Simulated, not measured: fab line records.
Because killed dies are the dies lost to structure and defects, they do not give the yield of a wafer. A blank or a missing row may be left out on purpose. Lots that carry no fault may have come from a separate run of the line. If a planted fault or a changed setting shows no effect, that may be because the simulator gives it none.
Matching of chambers    flow n5Finfet    3 sister chambers for N5_BEOL_M11_CURE_72 on uvCure-03
The step cures SiCOH lowk, time 120 s. 20 wafers are shown with their chamber, then 10 later ones without.

## WAFERS, EACH WITH ITS CHAMBER
wafer   chamber  wafer_temp_C_max  lampPowerPct (%)
L077.2  2        372.2             52.21
L077.3  2        372.3             52.23
L077.5  2        372.0             52.31
L078.2  1        371.3             52.29
L078.3  1        371.9             52.42
L078.4  1        371.4             52.47
L080.2  1        371.2             52.36
L080.3  1        371.6             52.36
L080.4  1        371.7             52.32
L079.1  0        372.0             52.27
L079.2  0        372.7             52.33
L079.5  0        371.9             52.35
L083.2  1        371.5             52.24
L083.4  1        371.3             52.33
L083.5  1        371.2             52.30
L088.1  2        371.7             52.37
L088.3  2        371.7             52.23
L088.5  2        371.5             52.25
L088.2  2        371.5             52.35
L088.4  2        372.6             52.33

SIGNATURES (averages over the wafers above)
reading           chamber 0  chamber 1  chamber 2  scatter within a chamber
wafer_temp_C_max  372.200    371.456    371.938    0.341
lampPowerPct      52.3167    52.3433    52.2850    0.0637
Rule: for each reading, subtract the chamber's mean from the wafer's reading, divide by that reading's scatter and square the result; add these up over the readings and take the root, which gives the wafer's distance from the chamber. The wafer belongs to the nearest chamber; if the next one is less than 2 further off, it can't be placed. The scatter is the square root of a quotient: the sum, over the shown wafers, of each reading's squared deviation from its chamber's mean, divided by wafers minus chambers.

## WAFERS WITHOUT THEIR CHAMBER
wafer   wafer_temp_C_max  lampPowerPct (%)
L088.6  371.8             52.23
L091.2  371.7             52.28
L091.3  372.3             52.23
L091.5  371.9             52.38
L097.2  371.6             52.33
L097.3  371.4             52.35
L097.5  371.3             52.29
L096.1  372.2             52.37
L096.3  371.6             52.36
L096.5  371.8             52.35

## EACH ONE'S CHAMBER
wafer   from the rows above           in truth
L088.6  can't be placed: 2 or 0 or 1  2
L091.2  can't be placed: 2 or 1 or 0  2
L091.3  can't be placed: 2 or 0 or 1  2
L091.5  can't be placed: 0 or 1 or 2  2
L097.2  can't be placed: 1 or 2 or 0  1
L097.3  can't be placed: 1 or 2       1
L097.5  can't be placed: 1 or 2 or 0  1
L096.1  can't be placed: 0 or 2 or 1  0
L096.3  can't be placed: 1 or 2 or 0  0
L096.5  can't be placed: 1 or 2 or 0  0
Correctly placed: 0 of 10. Can't be placed from these rows: 10 (the true chamber is among the candidates in 10). 0 placed wrongly.
